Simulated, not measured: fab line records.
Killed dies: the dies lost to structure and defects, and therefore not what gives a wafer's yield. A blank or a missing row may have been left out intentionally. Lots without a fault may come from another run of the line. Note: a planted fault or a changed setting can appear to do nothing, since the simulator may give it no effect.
fab line records	flow nand-harc
record lots=6	wafers=18	last-day=33
route steps=1302 shown P_M1@299 P_M2@318 END@1302
lots that met no fault: taken from a fault-free run of the same line
start-h: the number of hours between the record's first day and the start of the first shown wafer of the lot	wait-h: hours elapsed since this lot's preceding step	" as in the row above	L1.1+2: a row that stands for several wafers	- no value present, or no start provided	* or withheld: withheld	< > ~ a bound
route shown NAME@n: NAME is a module with steps in the file, n the number in the route of the first one	usual: average and standard deviation across the fault-free wafers	same: alike in all rows	chamber/n: place in a boat	sites: per-site readings	_std_site: how widely they spread, as a standard deviation	_edge_site: the outer-site mean with the inner-site mean subtracted	radius-mm: for every site, how far away it sits from the centre of the wafer	mask NAME#n: copy n	behind: the tool/chamber that last shaped the wafer	hold: why the lot went on hold/how many hours it stayed there/how the hold came to an end	device: transistor that didn't switch, given as n, p or np	end of line: the tests these same wafers got at the end of their route	step lacking rows: just its recipe	killed: count of dies lost to structure and defects at first sort (not the wafer's yield)	map: per-die view of a wafer (x killed, . not killed, _ where there is no die)
set.NAME: the setting as run; set.NAME@STEP: as run at that earlier step	model.NAME: the simulator's own value behind a step, which no gauge read
lots at some steps of the route; a table a step, a row a wafer
services: when a tool's chamber went out of use (start-h, in hours from the record's first day, below 0 if earlier), for how many hours, and the reason
## steps
# step NHARC_P_M1_ETCH_35
# recipe target-depth-a=400	overetch-a=120	time-s=43.94	ion-energy-ev=200	n2-flow-sccm=150	h2-flow-sccm=150	ar-flow-sccm=0	rf-w=400	bias-w=150	chemistry=N2/H2
# usual drypump-motor-current-A=5.7/0.36	oes-product-au=1.003/0.013	rf-vpp-V=430.5/2.6	showerhead-plenum-p-Torr=2.04/0.089	throttle-valve-pct=14.172/0.009
lot.wafer	tool	chamber	start-h	wait-h	drypump-motor-current-A	oes-product-au	rf-hours-counter-h	rf-vpp-V	showerhead-plenum-p-Torr	throttle-valve-pct
L163.2	rie-diel-11	0	144.62	0.1	5.3	1.022	5	428.5	1.99	14.172
L163.3	"	2	"	"	5.4	0.997	1	433.2	2.17	14.171
L163.1	"	3	"	"	6.1	1.014	5	432.1	2.09	14.159
L170.4	rie-diel-08	0	219.95	0.1	5.5	0.998	2	430.6	2.00	14.166
L170.1	"	3	"	"	5.6	0.997	1	427.9	1.96	14.170
L170.5	"	1	"	"	5.6	1.002	-	428.6	1.96	14.183
L171.2	rie-diel-11	2	237.97	0.1	5.4	0.998	12	433.1	2.17	14.161
L171.4	"	0	"	"	5.4	0.994	14	428.6	1.98	14.186
L171.3	"	1	"	"	6.3	0.990	15	431.3	2.03	14.178
L177.4	rie-diel-08	3	290.03	0.1	5.6	1.006	6	430.2	1.96	14.188
L177.1	"	1	"	"	5.6	0.995	7	428.8	1.96	14.161
L177.5	"	3	"	"	5.6	1.012	-	429.2	1.96	14.172
L180.3	rie-diel-11	2	312.50	0.1	5.4	1.014	4	434.0	2.17	14.182
L180.1	"	3	"	"	6.1	1.021	4	431.5	2.08	14.171
L180.5	"	3	"	"	6.1	1.020	-	431.7	2.08	14.187
L183.1	rie-diel-08	1	352.38	0.1	5.6	0.993	11	428.7	1.96	14.185
L183.4	"	2	"	"	5.8	0.986	10	434.5	2.20	14.191
L183.6	"	2	"	"	5.8	0.990	-	434.0	2.20	14.177
# step NHARC_P_M1_ETCH_15
# recipe target-depth-a=1825	time-s=91.2	c4f8-flow-sccm=withheld	ar-flow-sccm=400	rf-w=600	bias-w=300	chemistry=C4F8/Ar
# usual oes-product-au=0.957/0.024	rf-vpp-V=440.9/2.7
lot.wafer	tool	chamber	start-h	wait-h	oes-product-au	rf-hours-counter-h	rf-vpp-V
L163.3	rie-diel-11	0	-	-	0.989	5	440.1
L163.2	"	1	"	"	0.955	5	441.3
L163.1	"	2	"	"	0.938	1	443.8
L170.1	rie-diel-08	3	-	-	0.976	2	437.7
L170.4	"	0	"	"	0.981	2	439.2
L170.5	"	2	"	"	0.949	-	446.0
L171.3	rie-diel-11	2	-	-	0.915	12	445.2
L171.4	"	3	"	"	0.942	15	442.1
L171.2	"	0	"	"	0.924	14	439.8
L177.1	rie-diel-08	3	-	-	0.934	6	437.7
L177.4	"	1	"	"	0.934	7	438.1
L177.5	"	0	"	"	0.953	-	439.9
L180.1	rie-diel-11	0	-	-	0.972	4	437.9
L180.3	"	1	"	"	0.960	4	441.1
L180.5	"	0	"	"	0.982	-	438.2
L183.4	rie-diel-08	2	-	-	0.949	10	444.8
L183.1	"	3	"	"	0.999	10	438.4
L183.6	"	1	"	"	0.966	-	439.1
# step NHARC_P_M1_CD_MEAS_16
# usual cd-nm=129.9/1.1
lot.wafer	tool	chamber	start-h	wait-h	cd-nm
L163.1	cd-sem-02	-	144.84	-	129.8
L163.2	"	-	"	"	129.4
L163.3	"	-	"	"	130.0
L170.1	cd-sem-02	-	220.17	-	128.8
L170.4	"	-	"	"	129.4
L170.5	"	-	"	"	129.1
L171.2	cd-sem-01	-	238.19	-	128.6
L171.3	"	-	"	"	129.7
L171.4	"	-	"	"	130.5
L177.1	cd-sem-02	-	290.25	-	128.6
L177.4	"	-	"	"	130.0
L177.5	"	-	"	"	129.5
L180.1	cd-sem-01	-	312.72	-	131.3
L180.3	"	-	"	"	130.3
L180.5	"	-	"	"	131.6
L183.1	cd-sem-02	-	352.60	-	130.8
L183.4	"	-	"	"	128.7
L183.6	"	-	"	"	130.0
# step NHARC_P_M1_STRIP_18
# recipe power-w=1000	n2-flow-sccm=150	h2-flow-sccm=150	ar-flow-sccm=0	bias-w=0	chemistry=N2/H2
# usual drypump-motor-current-A=5.7/0.39	oes-product-au=1.003/0.013	rf-vpp-V=90.7/0.99	showerhead-plenum-p-Torr=2.05/0.091	throttle-valve-pct=14.172/0.0088
lot.wafer	tool	chamber	start-h	wait-h	drypump-motor-current-A	oes-product-au	rf-hours-counter-h	rf-vpp-V	showerhead-plenum-p-Torr	throttle-valve-pct
L163.3	rie-diel-11	2	144.91	0.1	5.3	0.981	1	91.0	2.17	14.149
L163.1	"	3	"	"	6.1	1.007	5	91.5	2.09	14.167
L163.2	"	1	"	"	6.3	0.984	5	91.6	2.04	14.151
L170.4	rie-diel-11	2	220.27	0.1	5.4	0.991	10	91.2	2.17	14.180
L170.1	"	0	"	"	5.4	1.003	13	89.1	1.98	14.179
L170.5	"	2	"	"	5.3	0.991	-	91.4	2.17	14.180
L171.2	rie-diel-08	2	238.29	0.1	5.8	0.984	3	91.7	2.21	14.170
L171.3	"	3	"	"	5.6	1.007	3	90.5	1.96	14.170
L171.4	"	0	"	"	5.5	0.999	3	89.0	2.00	14.173
L177.4	rie-diel-08	2	290.32	0.1	5.8	0.978	7	90.5	2.20	14.182
L177.1	"	3	"	"	5.6	1.015	7	90.1	1.96	14.178
L177.5	"	3	"	"	5.6	1.008	-	90.2	1.96	14.171
L180.3	rie-diel-11	1	312.84	0.1	6.3	0.976	4	90.3	2.03	14.170
L180.1	"	2	"	"	5.4	1.011	4	90.7	2.17	14.174
L180.5	"	0	"	"	5.3	1.002	-	90.3	1.98	14.162
L183.4	rie-diel-08	1	352.68	0.1	5.6	0.992	11	89.3	1.96	14.169
L183.1	"	3	"	"	5.6	1.014	10	90.4	1.95	14.173
L183.6	"	1	"	"	5.6	1.007	-	92.0	1.96	14.188
# step NHARC_P_M1_ETCH_28
# recipe target-depth-a=300	over-etch-frac=0.3	time-s=72.99	ion-energy-ev=150	cf4-flow-sccm=50	n2-flow-sccm=100	ar-flow-sccm=150	rf-w=300	bias-w=100	chemistry=CF4/N2
# usual cf4-flow-sccm=50.00/0.13	drypump-motor-current-A=5.7/0.38	oes-product-au=1.002/0.014	rf-vpp-V=314.3/1.9	showerhead-plenum-p-Torr=2.64/0.1	throttle-valve-pct=19.794/0.009
lot.wafer	tool	chamber	start-h	wait-h	cf4-flow-sccm	drypump-motor-current-A	oes-product-au	rf-hours-counter-h	rf-vpp-V	showerhead-plenum-p-Torr	throttle-valve-pct
L163.1	rie-diel-11	0	-	-	50.01	5.3	1.029	5	314.1	2.56	19.773
L163.3	"	1	"	"	49.79	6.3	0.992	5	314.0	2.62	19.781
L163.2	"	2	"	"	49.90	5.3	0.996	1	316.6	2.78	19.790
L170.1	rie-diel-11	2	-	-	49.99	5.4	0.982	10	315.9	2.78	19.796
L170.4	"	3	"	"	50.07	6.2	1.015	14	315.1	2.68	19.791
L170.5	"	2	"	"	50.11	5.4	0.990	-	317.0	2.78	19.809
L171.2	rie-diel-08	1	-	-	49.85	5.6	1.003	3	312.8	2.53	19.793
L171.3	"	2	"	"	50.05	5.8	0.992	3	316.7	2.82	19.800
L171.4	"	3	"	"	49.76	5.6	1.012	3	311.9	2.53	19.790
L177.4	rie-diel-08	3	-	-	49.84	5.6	1.010	7	313.5	2.53	19.782
L177.1	"	0	"	"	49.94	5.5	0.990	7	313.1	2.58	19.797
L177.5	"	2	"	"	49.84	5.8	0.982	-	318.2	2.82	19.788
L180.1	rie-diel-11	1	-	-	50.16	6.3	0.984	4	313.7	2.62	19.792
L180.3	"	3	"	"	49.80	6.1	1.030	4	314.1	2.67	19.799
L180.5	"	1	"	"	50.08	6.3	0.976	-	314.1	2.62	19.798
L183.1	rie-diel-08	0	-	-	50.01	5.5	1.007	11	313.3	2.58	19.797
L183.4	"	1	"	"	50.07	5.6	1.006	11	312.5	2.53	19.795
L183.6	"	0	"	"	49.93	5.5	0.999	-	312.8	2.58	19.783
# step NHARC_P_M1_STRIP_19
# recipe time-s=600	temp-c=30	chemistry=post-etch-residue-remover
# step NHARC_P_M1_DEGAS_29
# recipe temp-c=250	time-s=60
# step NHARC_P_M1_PRE_CLEAN_30
# recipe time-s=30	temp-c=280	gas=H2/He
# step NHARC_P_M1_PVD_20
# recipe target-thk-a=50	bias-v=168.6	power-w=15000	chamber-pressure-pa=0.12	time-s=8.06	substrate-temp-c=50	material=TaN
# usual substrate-temp-c=50.00/0.11	throttle-valve-pct=29.9/1.3
lot.wafer	tool	chamber	start-h	wait-h	substrate-temp-c	throttle-valve-pct
L163.2	pvd-sputter-03	-	-	-	49.88	32.5
L163.1	"	-	"	"	50.03	29.5
L163.3	"	-	"	"	49.89	31.2
L170.1	pvd-sputter-02	-	-	-	50.04	27.2
L170.4	"	-	"	"	49.83	30.5
L170.5	"	-	"	"	49.93	30.5
L171.2	pvd-sputter-01	-	-	-	50.03	30.0
L171.3	"	-	"	"	49.90	30.6
L171.4	"	-	"	"	50.11	29.0
L177.1	pvd-sputter-01	-	-	-	50.04	30.1
L177.4	"	-	"	"	49.96	28.9
L177.5	"	-	"	"	49.90	29.0
L180.1	pvd-sputter-02	-	-	-	50.05	30.5
L180.3	"	-	"	"	50.18	30.6
L180.5	"	-	"	"	50.01	30.5
L183.1	pvd-sputter-02	-	-	-	50.17	29.4
L183.4	"	-	"	"	50.05	30.7
L183.6	"	-	"	"	49.94	29.4
# step NHARC_P_M1_PVD_21
# recipe target-thk-a=300	chamber-pressure-pa=5	power-w=5000	substrate-temp-c=30	time-s=20.49	material=Cu
# step NHARC_P_M1_ECD_22
# recipe target-thk-a=4000	bath-temp-c=25	material=Cu
# step NHARC_P_M1_ANNEAL_31
# recipe temp-c=225	time-s=90
# step NHARC_P_M1_CMP_23
# recipe t-overpolish-s=20	target-thk-nm=157.82
# usual motor-current-A=11.9/1.1	time-to-endpoint-s=29/3.5
lot.wafer	tool	chamber	start-h	wait-h	motor-current-A	time-to-endpoint-s
L163.3	cmp-01	3	146.71	-	11.8	25
L163.1	"	0	"	"	12.3	26
L163.2	"	1	"	"	10.8	30
L170.4	cmp-01	0	221.97	-	13.7	28
L170.1	"	2	"	"	10.6	26
L170.5	"	1	"	"	10.2	27
L171.3	cmp-01	0	240.01	-	12.2	29
L171.4	"	1	"	"	10.7	33
L171.2	"	2	"	"	10.8	28
L177.1	cmp-02	2	292.05	-	11.4	36
L177.4	"	1	"	"	12.4	31
L177.5	"	3	"	"	12.6	30
L180.1	cmp-01	1	315.00	-	11.6	30
L180.3	"	3	"	"	12.2	25
L180.5	"	1	"	"	11.1	30
L183.1	cmp-02	2	354.40	-	11.8	34
L183.4	"	1	"	"	12.5	29
L183.6	"	3	"	"	13.3	24
# step NHARC_P_M1_THK_MEAS_24
# recipe thk-meas-gauge=xrf
# usual thk-nm=157.8/1.8
lot.wafer	tool	chamber	start-h	wait-h	thk-nm
L163.1	film-metro-01	-	147.00	-	158.1
L163.2	"	-	"	"	158.4
L163.3	"	-	"	"	159.1
L170.1	film-metro-01	-	222.29	-	156.0
L170.4	"	-	"	"	157.4
L170.5	"	-	"	"	159.2
L171.2	film-metro-01	-	240.30	-	156.9
L171.3	"	-	"	"	158.8
L171.4	"	-	"	"	158.4
L177.1	film-metro-02	-	292.36	-	160.7
L177.4	"	-	"	"	159.9
L177.5	"	-	"	"	156.4
L180.1	film-metro-02	-	315.31	-	159.1
L180.3	"	-	"	"	155.6
L180.5	"	-	"	"	158.4
L183.1	film-metro-01	-	354.72	-	158.6
L183.4	"	-	"	"	158.1
L183.6	"	-	"	"	153.8
# step NHARC_P_M1_SRD_25
# step NHARC_P_M1_INSPECT_27
# usual raw-defect-count=326/120
lot.wafer	tool	chamber	start-h	wait-h	raw-defect-count
L163.1	defect-inspect-02	-	147.15	0.0	219
L163.2	"	-	"	"	254
L163.3	"	-	"	"	261
L170.1	defect-inspect-01	-	222.44	0.0	1904
L170.4	"	-	"	"	1624
L170.5	"	-	"	"	1569
L171.2	defect-inspect-01	-	240.46	0.0	1815
L171.3	"	-	"	"	1856
L171.4	"	-	"	"	1633
L177.1	defect-inspect-02	-	292.52	0.0	328
L177.4	"	-	"	"	185
L177.5	"	-	"	"	222
L180.1	defect-inspect-01	-	315.47	0.0	370
L180.3	"	-	"	"	254
L180.5	"	-	"	"	328
L183.1	defect-inspect-01	-	354.88	0.0	246
L183.4	"	-	"	"	322
L183.6	"	-	"	"	316
# step NHARC_P_M1_PRE_CLEAN_32
# recipe time-s=12	temp-c=370	rf-power-w=300	gas=NH3
# step NHARC_P_M1_DEP_33
# recipe target-thk-a=300	temp-c=370	target-thk-nm=30	pressure-torr=3	flow-sccm=200	rf-w=450	material=SiCN
# step NHARC_P_M2_DEP_00
# recipe target-thk-a=1825	target-thk-nm=182.5	temp-c=withheld	pressure-torr=5	flow-sccm=200	rf-w=600	material=SiOC
# step NHARC_P_M2_DEHYDRATE_01
# recipe temp-c=150	time-s=120
# step NHARC_P_M2_HMDS_02
# recipe time-s=30
# step NHARC_P_M2_COAT_34
# recipe temp-c=200	time-s=65
# step NHARC_P_M2_COAT_03
# recipe spin-rpm=1500	resist-thk-nm=90
# step NHARC_P_M2_SOFTBAKE_04
# recipe temp-c=105	time-s=55
# step NHARC_P_M2_EBR_05
# step NHARC_P_M2_EXPOSE_06
# recipe na=1.35	target-cd-nm=170	dose-mj=80.78	mask-id=P_M2
# step NHARC_P_M2_PEB_07
# recipe peb-temp-c=100	peb-time-s=65
# step NHARC_P_M2_DEVELOP_08
# recipe develop-time-s=35	dev-temp-c=23
# step NHARC_P_M2_CD_MEAS_09
# recipe target-cd-nm=170	landing-energy-ev=500
# usual cd-nm=170.3/0.71
lot.wafer	tool	chamber	start-h	wait-h	cd-nm
L163.1	cd-sem-03	0	148.55	-	170.4
L163.2	"	0	"	"	169.5
L163.3	"	0	"	"	170.5
L170.1	cd-sem-01	0	223.83	-	170.4
L170.4	"	0	"	"	171.1
L170.5	"	0	"	"	170.8
L171.2	cd-sem-02	0	241.74	-	169.6
L171.3	"	0	"	"	170.7
L171.4	"	0	"	"	170.5
L177.1	cd-sem-03	0	293.90	-	169.8
L177.4	"	0	"	"	170.7
L177.5	"	0	"	"	171.0
L180.1	cd-sem-03	0	317.03	-	170.8
L180.3	"	0	"	"	168.9
L180.5	"	0	"	"	170.5
L183.1	cd-sem-03	0	356.25	-	170.8
L183.4	"	0	"	"	171.1
L183.6	"	0	"	"	171.4
# step NHARC_P_M2_OVL_MEAS_10
# recipe pitch-nm=340
# usual overlay-x-nm=0.3/0.74	overlay-y-nm=0.0/0.75
lot.wafer	tool	chamber	start-h	wait-h	overlay-x-nm	overlay-y-nm
L163.1	overlay-01	-	148.64	-	0.7	0.2
L163.2	"	-	"	"	0.8	-0.3
L163.3	"	-	"	"	0.2	-0.5
L170.1	overlay-02	-	223.92	-	0.6	-0.4
L170.4	"	-	"	"	0.0	-0.2
L170.5	"	-	"	"	0.6	0.1
L171.2	overlay-02	-	241.82	-	0.2	1.4
L171.3	"	-	"	"	-0.4	1.5
L171.4	"	-	"	"	0.6	1.2
L177.1	overlay-02	-	293.99	-	0.5	-0.3
L177.4	"	-	"	"	0.6	-0.2
L177.5	"	-	"	"	0.6	0.1
L180.1	overlay-01	-	317.12	-	1.1	-0.5
L180.3	"	-	"	"	0.9	0.1
L180.5	"	-	"	"	0.9	-0.3
L183.1	overlay-01	-	356.34	-	0.2	1.9
L183.4	"	-	"	"	0.2	2.5
L183.6	"	-	"	"	-0.2	1.8
# step NHARC_P_M2_INSPECT_11
# usual raw-defect-count=5/3.3
lot.wafer	tool	chamber	start-h	wait-h	raw-defect-count
L163.1	defect-inspect-02	-	148.67	0.0	4
L163.2	"	-	"	"	5
L163.3	"	-	"	"	3
L170.1	defect-inspect-01	-	223.96	0.0	1275
L170.4	"	-	"	"	1200
L170.5	"	-	"	"	1322
L171.2	defect-inspect-01	-	241.86	0.0	1202
L171.3	"	-	"	"	1219
L171.4	"	-	"	"	1193
L177.1	defect-inspect-02	-	294.03	0.0	6
L177.4	"	-	"	"	4
L177.5	"	-	"	"	8
L180.1	defect-inspect-02	-	317.15	0.0	6
L180.3	"	-	"	"	8
L180.5	"	-	"	"	8
L183.1	defect-inspect-01	-	356.38	0.0	5
L183.4	"	-	"	"	10
L183.6	"	-	"	"	6
# step NHARC_P_M2_DESCUM_14
# recipe time-s=3	o2-flow-sccm=200	ar-flow-sccm=0	bias-power-w=0	chemistry=O2
# step NHARC_END_SORT_01
# recipe temp-c=25
# usual defect-limited-yield=90/3.1	killed-at-array=59/20	killed-at-other=0.8/1.1	killed-at-periphery=5/3.1	killed-dies=64/21	killed-open=3.4/1.9	killed-short=2.3/1.7
# same gross-dies=677
lot.wafer	tool	chamber	start-h	wait-h	defect-limited-yield[%]	killed-at-array	killed-at-other	killed-at-periphery	killed-dies	killed-open	killed-short
L163.1	prober-02	0	574.23	2.5	86	95	1	1	97	2	1
L163.2	prober-02	0	575.03	2.8	84	102	0	5	107	5	2
L163.3	prober-02	0	575.83	3.1	84	105	1	5	111	2	7
L170.1	prober-02	0	645.56	2.5	14	22	1	560	583	3	0
L170.4	prober-02	0	647.96	3.4	15	34	0	542	576	1	2
L170.5	prober-02	0	648.76	3.7	16	19	0	551	570	1	1
L171.2	prober-01	0	675.26	2.8	15	43	0	535	578	2	1
L171.3	prober-01	0	676.06	3.1	15	37	2	535	574	2	1
L171.4	prober-01	0	676.85	3.4	18	44	0	511	555	1	1
L180.1	prober-01	0	749.64	2.5	87	78	4	8	90	5	3
L180.3	prober-01	0	751.23	3.1	87	78	1	7	86	3	0
L180.5	prober-01	0	752.83	3.7	87	77	2	12	91	2	3
# killed by level:class
L163.1 A_CHANNEL_HOLE_D1:chamber-film-flake=33 A_CHANNEL_HOLE_D2:chamber-film-flake=31 A_SLIT:chamber-film-flake=18 A_CONTACT:chamber-film-flake=4 A_STAIRCASE:chamber-film-flake=2 A_SGD_CUT:chamber-film-flake=2 A_CHANNEL_HOLE_D1:geometric-particle:open=1 A_CHANNEL_FILL_D2:geometric-particle:open=1
L163.2 A_CHANNEL_HOLE_D1:chamber-film-flake=36 A_CHANNEL_HOLE_D2:chamber-film-flake=30 A_SLIT:chamber-film-flake=21 A_STAIRCASE:chamber-film-flake=5 A_WL_FILL:geometric-particle:open=2 A_SGD_CUT:chamber-film-flake=2 P_M1:geometric-particle:open=1 A_CHANNEL_FILL_D1:geometric-particle:short=1
L163.3 A_SLIT:chamber-film-flake=33 A_CHANNEL_HOLE_D2:chamber-film-flake=29 A_CHANNEL_HOLE_D1:chamber-film-flake=25 A_STAIRCASE:chamber-film-flake=4 A_SGD_CUT:chamber-film-flake=4 P_STI:chamber-film-flake=2 P_CONTACT:geometric-particle:short=1 P_M1:geometric-particle:open=1
L170.1 P_M1:unspecified=557 A_SLIT:chamber-film-flake=12 A_CHANNEL_HOLE_D2:chamber-film-flake=4 P_CONTACT:geometric-particle:open=1 A_ONON_D1:geometric-particle:open=1 A_M1:geometric-particle:open=1 P_ZERO_WELL:chamber-film-flake=1 P_STI:chamber-film-flake=1
L170.4 P_M1:unspecified=539 A_SLIT:chamber-film-flake=16 A_CHANNEL_HOLE_D2:chamber-film-flake=9 A_ZERO_WELL:chamber-film-flake=2 A_CHANNEL_HOLE_D1:chamber-film-flake=2 A_M1:chamber-film-flake=2 P_CONTACT:geometric-particle:open=1 P_CONTACT:geometric-particle:short=1
L170.5 P_M1:unspecified=551 A_SLIT:chamber-film-flake=10 A_CHANNEL_HOLE_D1:chamber-film-flake=2 A_ONON_D1:geometric-particle:short=1 A_CONTACT:geometric-particle:open=1 A_CHANNEL_HOLE_D2:chamber-film-flake=1 A_WL_FILL:chamber-film-flake=1 A_CONTACT:chamber-film-flake=1
L171.2 P_M1:unspecified=534 A_SLIT:chamber-film-flake=19 A_CHANNEL_HOLE_D1:chamber-film-flake=16 A_M1:chamber-film-flake=2 A_ONON_D1:geometric-particle:open=1 A_ONON_D2:geometric-particle:open=1 A_STAIRCASE:geometric-particle:short=1 P_GATE:chamber-film-flake=1
L171.3 P_M1:unspecified=535 A_CHANNEL_HOLE_D1:chamber-film-flake=20 A_SLIT:chamber-film-flake=11 A_ONON_D2:geometric-particle:open=1 A_SGD_CUT:geometric-particle:short=1 STARTING-WAFER:geometric-particle:open=1 THIN_TSV:chamber-film-flake=1 A_M1:chamber-film-flake=1
L171.4 P_M1:unspecified=508 A_SLIT:chamber-film-flake=20 A_CHANNEL_HOLE_D1:chamber-film-flake=18 A_CONTACT:chamber-film-flake=2 P_CONTACT:geometric-particle:open=1 P_M0:geometric-particle:short=1 P_ZERO_WELL:chamber-film-flake=1 A_STAIRCASE:chamber-film-flake=1
L180.1 A_CHANNEL_HOLE_D1:chamber-film-flake=34 A_SLIT:chamber-film-flake=32 P_M2:chamber-film-flake=3 A_CHANNEL_FILL_D1:chamber-film-flake=3 A_WL_FILL:geometric-particle:open=2 STARTING-WAFER:geometric-particle:open=2 P_ZERO_WELL:chamber-film-flake=2 A_WL_FILL:chamber-film-flake=2
L180.3 A_SLIT:chamber-film-flake=38 A_CHANNEL_HOLE_D1:chamber-film-flake=33 P_CONTACT:chamber-film-flake=2 P_M2:chamber-film-flake=2 A_STAIRCASE:chamber-film-flake=2 A_CONTACT:chamber-film-flake=2 A_SOURCE_PLATE:geometric-particle:open=1 A_CHANNEL_FILL_D2:geometric-particle:open=1
L180.5 A_CHANNEL_HOLE_D1:chamber-film-flake=31 A_SLIT:chamber-film-flake=30 P_M2:chamber-film-flake=4 A_CHANNEL_FILL_D1:chamber-film-flake=4 A_CONTACT:chamber-film-flake=4 P_CONTACT:chamber-film-flake=3 A_WL_FILL:chamber-film-flake=3 A_DECK1_JOINT:chamber-film-flake=2
# map L170.1 (x killed, . not)
____________x____________
_________xxxxxxx_________
_______x.xxxxxxxxx_______
______xxxxxxxxxxxx.______
_____x.xxxxxxxxxxxxx_____
____xxxxxxxxxxxxxxx.x____
____xxxxxxx.xxxxxx..x____
___xxxxxxxxxx.xxxxxxx.___
___xxxxx.xxxxxxxxxxxx.___
__xxxx.xxxxx.xxx.xxxxxx__
__xxxx.xxxx.xxxxxxxx.xx__
_.xx..x.x.xxxxx.xxx.xxxx_
_xxx.xx.xxxxxxx.xxx.xxxx_
_.xxxxxxxxxxxx.xx..x.xxx_
_xxxxxxxxxxxxx.xxxxxxxxx_
_.xxxxxx.xxxxxxxxxxxxxxx_
x.xxx.xxxxx.xxxxxxxxxxxxx
xxxxxxxxxx.xx.xxxxxxxxxxx
xxxxxxxx.xxxxxxxxxxxxx.xx
xx.xxxx.xxxxxx.xxx..xxxxx
x.xxxxxxxxxxxxx.xxx.x.xxx
_xxxxxxxxxxxxxxxxxxxxxxx_
_xxx.xxxxx.x.xx.xxxxxxxx_
_xxxx.x.x.xxxxxxxxxxxxxx_
_.xxxxx..x...xxxxxxx..x._
_xxx.x.xxxx.xxxxxxxxx.xx_
__xxxxxxxxxxxxxx.xxx.xx__
__xx..xx.xxxx.xxxxxxxx.__
___xx..xxxxxxxx.xxxxxx___
___xxxxxxxxxxxxx....xx___
____xxxxxxx.xxx.x.xxx____
____xxxxx.xxxxxxxxxxx____
_____xxxxxxxxxxx.xxx_____
______xxxxxxx.xxxxx______
_______xxxxxxxxxx._______
_________xx.xxxx_________
____________x____________
# map L171.2 (x killed, . not)
____________x____________
_________xx.xxxx_________
_______xxxxxx...xx_______
______xxxx..xxx.xxx______
_____xxx.xxxxxxxxxxx_____
____xxxxxxxx..xxxxx.x____
____xxxx.xxxxxxxxxxxx____
___xxxxxxxxx.xxxxxxxxx___
___xxxxxxxxx.x...x.xxx___
__xxxxxxxxxxxx.xxxxxxx.__
__xx.xxxxxxxxx.xxxxxxxx__
_xxxxxxxxxxxxxxxxxxxxxxx_
_xx..xxxxxxx.xx.xxxxxx.x_
_.xxxxxxxxxxxxxxxxx.xxx._
_x...xxxxxxxxx.x.xxxxxx._
_xxxxx.xx.x.xxx..xxxxxxx_
xxx.xxx.xxxxxxxxx.xxxxxxx
xxxxxxxxxxxxx.xxxxxxxx.xx
xxxxxxxxx.xxxxxx.xxxxxx.x
xxxxxxxxxx.xxxxxx.xx.x..x
x.xxx.xxxxxx.xxxx.xxxxxxx
_xxxxxx.x..x.xx.xxxxxxx._
_xxx.xxxxxxx.x.xxxxxxxxx_
_xxx.xx.xxxxxxxx.x..xxxx_
_xxxxxxxxxxxxxxxxxxxxxxx_
_.x.xxxxxxx..xxxxxxxxxxx_
__xxxxxxx.xxxxxxxx.x.xx__
__xx.x.xxxx..xxxxxx.xx.__
___xxxxxxxxxxxxxxxxxxx___
___xxxxxxxxxxxxxxxxxxx___
____xxxxxxxxxxxxx....____
____xxxxxxxx.x.xxxxxx____
_____xxxxxxxxxx.xxxx_____
______xxx.xxxxxxxx.______
_______xx.xxxxxx.x_______
_________..xx.xx_________
____________x____________
## services
tool	chamber	start-h	hours	kind
rie-diel-08	0	120.81	-	clean
pvd-sputter-02	-	130.63	14.1	repair
cmp-02	-	134.73	4.0	pm
rie-diel-08	1	151.33	4.0	repair
rie-diel-08	-	154.47	1.6	repair
pvd-sputter-03	-	170.00	10.0	pm
rie-diel-08	0	176.66	12.7	repair
cmp-01	-	185.50	4.0	pm
rie-diel-08	-	190.81	9.0	pm
pvd-sputter-03	-	201.48	1.6	repair
cmp-02	-	220.06	8.7	repair
pvd-sputter-01	-	226.00	10.0	pm
cmp-02	-	232.07	4.3	repair
cmp-01	-	252.50	6.7	repair
rie-diel-11	-	255.52	9.0	pm
pvd-sputter-03	-	257.14	2.1	repair
pvd-sputter-03	-	261.61	3.9	repair
cmp-01	-	261.77	1.7	repair
pvd-sputter-02	-	282.00	10.0	pm
cmp-01	-	283.50	4.0	pm
cmp-02	-	315.41	7.4	repair
cmp-01	-	329.61	1.7	repair
cmp-02	-	334.33	4.0	pm
pvd-sputter-03	-	348.00	10.0	pm
## key
first-sign step=NHARC_P_M1_INSPECT_27	reading=raw-defect-count	direction=up	sigmas=12	usual=326	struck=1734
effect step=NHARC_P_M2_INSPECT_11	reading=raw-defect-count	direction=up	sigmas=99+	usual=5	struck=1235
effect step=NHARC_END_SORT_01	reading=killed-at-periphery	direction=up	sigmas=99+	usual=5	struck=539
more-kills-born-at NHARC_P_M1_CMP_23@cmp-01=3224
met-at NHARC_P_M1_CMP_23
struck-wafers L170.1,L170.4,L170.5,L171.2,L171.3,L171.4
onset-between 146.71 221.97
fault kind=chamber-particle-source	tool=cmp-01	chamber=-	onset-h=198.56	steps=NHARC_P_M1_CMP_23	rate-per-visit-cm2=1.9153	end-h=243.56
